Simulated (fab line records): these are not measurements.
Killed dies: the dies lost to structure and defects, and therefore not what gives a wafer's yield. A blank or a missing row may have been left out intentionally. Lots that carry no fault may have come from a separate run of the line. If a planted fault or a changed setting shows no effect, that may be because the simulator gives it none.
fab line records -- flow nandHarc
[record] lots = 13, wafers = 36, lastDay = 23
route steps=1159 shown A_WL_FILL@823 A_CONTACT@866 END@1159
lots with no fault: from the same line, run without faults
startH: hours from the record's first day to the start of the lot's first wafer shown -- waitH: hours since the lot's step before -- " repeats the value in the row above -- L1.1+2: several wafers, shown together as one row -- - no value, or no start given -- * or withheld: withheld -- < > ~ a bound
route shown NAME@n: NAME is a module with steps in the file, n the number in the route of the first one -- usual: average and standard deviation across the fault-free wafers -- same: alike in all rows -- chamber/n: place in a boat -- sites: the reading at each site -- _std_site: standard deviation across them -- _edge_site: inner sites' mean taken away from outer sites' mean -- radiusMm: for every site, how far away it sits from the centre of the wafer -- mask NAME#n: copy n -- behind: the last tool/chamber to shape the wafer -- hold: why the lot went on hold/how many hours it stayed there/how the hold came to an end -- device: transistor that didn't switch, given as n, p or np -- end of line: the route-end tests of the same wafers -- where a step has no rows: the recipe by itself -- killed: dies lost to structure and defects at the first sort, not the wafer's yield -- map: the dies of a wafer, with x for killed, . for not killed, _ for no die there
set.NAME: the setting as run; set.NAME@STEP: as run at that earlier step -- model.NAME: the simulator's own value behind a step, which no gauge read
one table for each step of the route and one row for each wafer, over a sample of lots
services: when a tool's chamber went out of use (startH, in hours from the record's first day, below 0 if earlier), for how many hours, and the reason
[[steps]]
[step NHARC_A_WL_FILL_ETCHBACK_16]
[recipe] targetDepthA = 880, timeS = 17.6, c4f8FlowSccm = withheld, o2FlowSccm = 8, arFlowSccm = withheld, rfW = 600, biasW = 800, chemistry = C4F8/O2/Ar
[usual] biasW = 800.0/2.6, chamberPressureMTorr = 24.999/0.024, oesProductAu = 0.977/0.027, rfVppV = 721/4.6
lot.wafer,tool,chamber,startH,waitH,biasW,chamberPressureMTorr,oesProductAu,rfHoursCounterH,rfVppV
L382.6,rieDiel-06,1,-,-,798.8,24.970,0.996,-,728
L382.5,rieDiel-06,2,-,-,801.7,24.984,0.982,-,719
L382.4,rieDiel-06,0,-,-,800.7,25.008,0.997,-,722
L381.2,rieDiel-07,0,-,-,798.3,25.033,1.005,3.1,716
L381.1,rieDiel-07,2,-,-,798.5,24.966,0.988,2.4,727
L381.6,rieDiel-07,3,-,-,796.4,24.957,1.003,-,718
L384.2,rieDiel-07,1,-,-,800.5,24.971,0.989,3.1,718
L384.4,rieDiel-07,3,-,-,801.2,24.995,0.982,3.4,717
L384.5,rieDiel-07,0,-,-,798.3,25.027,0.981,-,716
L386.4,rieDiel-06,2,-,-,800.1,24.989,0.980,6.6,720
L386.6,rieDiel-06,2,-,-,799.2,24.985,0.980,-,719
L386.5,rieDiel-06,3,-,-,800.7,25.016,0.991,-,725
L385.4,rieDiel-01,2,-,-,799.6,24.979,0.958,1.5,716
L385.6,rieDiel-01,1,-,-,800.9,24.937,0.943,-,717
L385.5,rieDiel-01,2,-,-,803.0,25.038,0.968,-,715
L387.1,rieDiel-07,1,-,-,800.1,25.015,0.927,3.4,720
L387.3,rieDiel-07,2,-,-,801.8,24.974,0.907,2.9,728
L387.6,rieDiel-07,0,-,-,800.1,25.028,0.924,-,717
L388.4,rieDiel-01,1,-,-,797.6,25.009,0.991,1.8,717
L388.2,rieDiel-01,2,-,-,797.1,24.973,1.004,1.8,716
L388.1,rieDiel-01,3,-,-,799.2,25.001,0.994,2.1,729
L389.3,rieDiel-06,0,-,-,796.3,24.987,0.996,9.0,723
L389.2,rieDiel-06,2,-,-,799.1,25.000,0.989,9.3,722
L389.1,rieDiel-06,3,-,-,797.4,24.995,0.987,7.2,725
L390.2,rieDiel-01,1,-,-,798.2,24.995,0.996,2.7,717
L390.1,rieDiel-01,2,-,-,800.4,24.955,0.996,2.7,716
L390.3,rieDiel-01,3,-,-,799.4,24.987,0.999,3.1,728
L391.2,rieDiel-01,3,-,-,795.5,25.011,0.981,3.6,729
L391.1,rieDiel-01,2,-,-,802.2,24.992,0.974,3.3,717
L391.5,rieDiel-01,0,-,-,805.5,25.005,0.967,-,718
L392.4,rieDiel-07,0,-,-,796.3,25.028,0.982,0.4,717
L392.5,rieDiel-07,3,-,-,797.9,24.988,0.989,-,718
L394.1,rieDiel-06,0,-,-,805.2,24.973,0.987,1.6,721
L394.5,rieDiel-06,0,-,-,806.8,25.002,0.994,-,722
L394.6,rieDiel-06,1,-,-,798.2,25.016,0.998,-,726
L398.5,rieDiel-07,0,-,-,798.1,25.003,0.981,-,715
[step NHARC_A_WL_FILL_CVD_20]
[recipe] targetThkA = 750, tempC = 300, pressureTorr = 40, wf6FlowSccm = 40, h2FlowSccm = 1600, arFlowSccm = 1560, timeS = 5064, material = W
[usual] heaterPowerW = 482/58, throttleValvePct = 7.81/0.27
lot.wafer,tool,chamber,startH,waitH,heaterPowerW,throttleValvePct
L382.4,cvdW-01,0,358.45,-,529,8.24
L382.6,cvdW-01,1,358.45,-,398,7.91
L382.5,cvdW-01,0,358.45,-,521,7.99
L381.1,cvdW-02,0,368.30,-,523,7.73
L381.2,cvdW-02,0,369.71,-,532,7.76
L381.6,cvdW-02,0,375.36,-,536,7.87
L384.2,cvdW-01,1,380.51,-,383,7.98
L384.4,cvdW-01,1,381.94,-,384,7.87
L384.5,cvdW-01,1,383.37,-,384,7.79
L385.4,cvdW-01,1,392.84,-,388,7.69
L385.5,cvdW-01,1,394.26,-,392,7.86
L385.6,cvdW-01,0,394.26,-,535,7.94
L386.4,cvdW-02,1,392.91,-,487,7.86
L386.5,cvdW-02,1,394.34,-,488,7.66
L386.6,cvdW-02,0,394.34,-,521,7.37
L387.1,cvdW-01,1,399.73,-,386,7.76
L387.3,cvdW-01,1,401.16,-,391,7.63
L387.6,cvdW-01,1,402.59,-,389,7.79
L388.1,cvdW-02,0,400.44,-,515,7.47
L388.2,cvdW-02,1,400.44,-,480,7.68
L388.4,cvdW-02,0,400.44,-,528,7.66
L389.2,cvdW-02,0,416.17,-,525,7.74
L389.1,cvdW-02,1,416.17,-,486,7.64
L389.3,cvdW-02,1,418.33,-,488,7.81
L390.2,cvdW-01,1,416.18,-,389,7.82
L390.1,cvdW-01,0,416.18,-,536,8.30
L390.3,cvdW-01,0,418.33,-,528,7.94
L392.4,cvdW-02,0,429.54,-,530,7.48
L392.5,cvdW-02,1,431.70,-,489,7.88
L391.1,cvdW-01,1,430.17,-,399,7.55
L391.2,cvdW-01,1,431.60,-,393,7.77
L391.5,cvdW-01,1,435.90,-,387,7.78
L394.1,cvdW-01,0,455.66,-,539,8.16
L394.5,cvdW-01,1,457.83,-,392,8.01
L394.6,cvdW-01,0,457.83,-,525,8.18
L398.5,cvdW-02,1,461.26,-,498,7.90
[step NHARC_A_CONTACT_ETCH_115]
[recipe] sourceW = withheld, pressureMtorr = 20, biasV = 3000, timeS = 94, targetDepthA = 9220, arFlowSccm = withheld, c4f8FlowSccm = withheld, o2FlowSccm = withheld, chemistry = C4F8/O2/Ar
[usual] chamberPressureMTorr = 20.000/0.019
lot.wafer,tool,chamber,startH,waitH,chamberPressureMTorr,rfHoursCounterH
L382.4,harCapEtch-03,0,367.55,0.1,20.001,-
L382.5,harCapEtch-03,0,367.55,0.1,20.004,-
L382.6,harCapEtch-03,1,367.55,0.1,19.970,-
L381.1,harCapEtch-03,1,384.05,0.1,20.024,88
L381.2,harCapEtch-03,0,384.05,0.1,20.034,88
L381.6,harCapEtch-03,0,384.05,0.1,19.987,-
L384.2,harCapEtch-01,0,394.10,0.1,19.962,59
L384.4,harCapEtch-01,1,394.10,0.1,19.969,-
L384.5,harCapEtch-01,0,394.10,0.1,19.963,-
L385.4,harCapEtch-03,0,402.62,0.1,19.994,-
L385.6,harCapEtch-03,0,402.62,0.1,20.006,-
L385.5,harCapEtch-03,1,402.62,0.1,19.995,-
L386.4,harCapEtch-02,0,403.79,0.1,19.978,-
L386.6,harCapEtch-02,0,403.79,0.1,19.985,-
L386.5,harCapEtch-02,1,403.79,0.1,19.969,-
L387.1,harCapEtch-01,1,411.60,0.1,19.999,63
L387.3,harCapEtch-01,0,411.60,0.1,19.997,-
L387.6,harCapEtch-01,0,411.60,0.1,19.991,-
L388.1,harCapEtch-02,1,413.61,0.1,19.994,15
L388.2,harCapEtch-02,0,413.61,0.1,20.019,15
L388.4,harCapEtch-02,1,413.61,0.1,19.995,-
L390.2,harCapEtch-01,1,427.97,0.1,20.026,66
L390.1,harCapEtch-01,0,427.97,0.1,19.989,66
L390.3,harCapEtch-01,0,427.97,0.1,19.997,-
L389.1,harCapEtch-03,0,429.57,0.1,19.995,96
L389.2,harCapEtch-03,1,429.57,0.1,19.994,96
L389.3,harCapEtch-03,0,429.57,0.1,19.982,-
L392.4,harCapEtch-01,0,442.69,0.1,20.016,-
L392.5,harCapEtch-01,0,442.69,0.1,20.011,-
L391.2,harCapEtch-02,1,447.04,0.1,20.022,21
L391.1,harCapEtch-02,0,447.04,0.1,19.994,21
L391.5,harCapEtch-02,0,447.04,0.1,19.994,-
L394.1,harCapEtch-03,0,467.06,0.1,19.981,103
L394.6,harCapEtch-03,1,467.06,0.1,19.965,-
L394.5,harCapEtch-03,0,467.06,0.1,20.011,-
L398.5,harCapEtch-02,1,469.53,0.1,19.981,-
[step NHARC_A_CONTACT_ETCH_117]
[recipe] sourceW = withheld, pressureMtorr = 20, biasV = 3000, timeS = 94, targetDepthA = 9220, arFlowSccm = withheld, c4f8FlowSccm = withheld, o2FlowSccm = withheld, chemistry = C4F8/O2/Ar
[usual] chamberPressureMTorr = 19.999/0.026
lot.wafer,tool,chamber,startH,waitH,chamberPressureMTorr,rfHoursCounterH
L382.4,harCapEtch-03,0,367.73,0.1,19.991,-
L382.5,harCapEtch-03,0,367.73,0.1,20.035,-
L382.6,harCapEtch-03,1,367.73,0.1,19.989,-
L381.1,harCapEtch-03,1,384.23,0.1,20.014,88
L381.2,harCapEtch-03,0,384.23,0.1,20.005,88
L381.6,harCapEtch-03,0,384.23,0.1,19.993,-
L384.2,harCapEtch-01,0,394.29,0.1,19.994,59
L384.4,harCapEtch-01,1,394.29,0.1,20.001,-
L384.5,harCapEtch-01,0,394.29,0.1,20.007,-
L385.4,harCapEtch-03,0,402.81,0.1,20.025,-
L385.6,harCapEtch-03,0,402.81,0.1,19.965,-
L385.5,harCapEtch-03,1,402.81,0.1,20.020,-
L386.4,harCapEtch-02,0,403.97,0.1,20.009,-
L386.6,harCapEtch-02,0,403.97,0.1,20.018,-
L386.5,harCapEtch-02,1,403.97,0.1,20.017,-
L387.1,harCapEtch-01,1,411.78,0.1,19.977,63
L387.3,harCapEtch-01,0,411.78,0.1,19.992,-
L387.6,harCapEtch-01,0,411.78,0.1,20.025,-
L388.1,harCapEtch-02,1,413.79,0.1,20.008,16
L388.2,harCapEtch-02,0,413.79,0.1,20.013,16
L388.4,harCapEtch-02,1,413.79,0.1,20.000,-
L390.2,harCapEtch-01,1,428.15,0.1,19.996,66
L390.1,harCapEtch-01,0,428.15,0.1,20.004,66
L390.3,harCapEtch-01,0,428.15,0.1,19.989,-
L389.1,harCapEtch-03,0,429.76,0.1,19.975,96
L389.2,harCapEtch-03,1,429.76,0.1,19.983,96
L389.3,harCapEtch-03,0,429.76,0.1,20.016,-
L392.4,harCapEtch-01,0,442.87,0.1,20.016,-
L392.5,harCapEtch-01,0,442.87,0.1,20.000,-
L391.2,harCapEtch-02,1,447.22,0.1,20.014,21
L391.1,harCapEtch-02,0,447.22,0.1,20.003,21
L391.5,harCapEtch-02,0,447.22,0.1,20.018,-
L394.1,harCapEtch-03,0,467.24,0.1,19.984,103
L394.6,harCapEtch-03,1,467.24,0.1,20.003,-
L394.5,harCapEtch-03,0,467.24,0.1,19.981,-
L398.5,harCapEtch-02,1,469.71,0.1,20.009,-
[step NHARC_END_SORT_01]
[recipe] tempC = 25
[usual] killedAtArray = 27/8.8, killedAtOther = 0.4/0.82, killedAtPeriphery = 3.1/2.1, killedDies = 31/8.8, killedOpen = 3.3/2, killedShort = 2.0/1.4
[same] grossDies = 677
lot.wafer,tool,chamber,startH,waitH,killedAtArray,killedAtOther,killedAtPeriphery,killedDies,killedOpen,killedShort
L392.4,prober-01,0,541.14,3.4,93,0,1,94,2,2
L392.5,prober-01,0,541.94,3.7,26,0,2,28,2,4
// killed by level:class
L392.4 A_WL_FILL:unspecified=69 A_CHANNEL_HOLE_D1:chamberFilmFlake=17 A_CONTACT:chamberFilmFlake=2 A_ONON_D1:geometricParticle:short=1 A_CONTACT:geometricParticle:short=1 A_CONTACT:geometricParticle:open=1 A_BLC:geometricParticle:open=1 P_STI:chamberFilmFlake=1
L392.5 A_CHANNEL_HOLE_D1:chamberFilmFlake=17 A_CONTACT:chamberFilmFlake=3 P_CONTACT:geometricParticle:short=1 A_ONON_D1:geometricParticle:open=1 A_CHANNEL_FILL_D1:geometricParticle:short=1 A_SGD_CUT:geometricParticle:short=1 A_CONTACT:geometricParticle:open=1 A_M0:geometricParticle:short=1
[[services]]
tool,chamber,startH,hours,kind
rieDiel-01,0,323.82,-,clean
rieDiel-01,1,323.82,-,clean
rieDiel-01,2,323.82,-,clean
rieDiel-01,3,323.82,-,clean
rieDiel-06,0,324.03,-,clean
rieDiel-07,2,328.26,18.7,repair
cvdW-01,1,335.79,13.0,repair
rieDiel-06,3,336.07,35.7,repair
cvdW-02,1,348.95,29.2,repair
cvdW-01,-,349.92,0.3,repair
cvdW-01,-,350.75,2.6,repair
harCapEtch-02,-,351.16,0.7,repair
cvdW-02,0,363.96,1.8,repair
cvdW-02,-,376.77,13.0,pm
cvdW-02,0,376.77,13.0,ventCycle
rieDiel-06,-,381.89,0.5,repair
cvdW-02,0,389.77,-,clean
cvdW-02,1,389.77,-,clean
rieDiel-01,3,391.06,2.8,repair
rieDiel-07,2,393.93,6.5,repair
rieDiel-07,-,405.20,9.0,pm
harCapEtch-03,-,413.83,5.9,repair
rieDiel-06,-,418.49,9.0,pm
cvdW-01,0,429.03,9.8,repair
[[key]]
[firstSign] step = NHARC_END_SORT_01, reading = killedAtArray, direction = up, sigmas = 7.4, usual = 27, struck = 93
[effect] step = NHARC_END_SORT_01, reading = killedDies, direction = up, sigmas = 7.2, usual = 31, struck = 94
[moreKillsBornAt] NHARC_A_WL_FILL_CVD_20@cvdW-02 = 69
metAt NHARC_A_WL_FILL_CVD_20
struckLots L392
struckWafers L392.4
testerLeftOut L392
movedWithoutMeetingIt L398
notActingAt NHARC_A_WL_FILL_ETCHBACK_16,NHARC_A_CONTACT_ETCH_115,NHARC_A_CONTACT_ETCH_117
onsetBetween 416.17 429.54
[fault] kind = chamberParticleSource, tool = cvdW-02, chamber = 0, onsetH = 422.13, steps = NHARC_A_WL_FILL_CVD_20, ratePerVisitCm2 = 0.94521, endH = 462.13
// testerLeftOut: of these lots the tester's yield and bins aren't shown, on N5 and GAA mostly nor the transistor test; their killed dies are dies lost to structure and defects alone, not to doping, threshold or leakage, so they don't give the yield
// movedWithoutMeetingIt: readings of these lots or wafers moved too, though they didn't meet the fault's tool or chamber
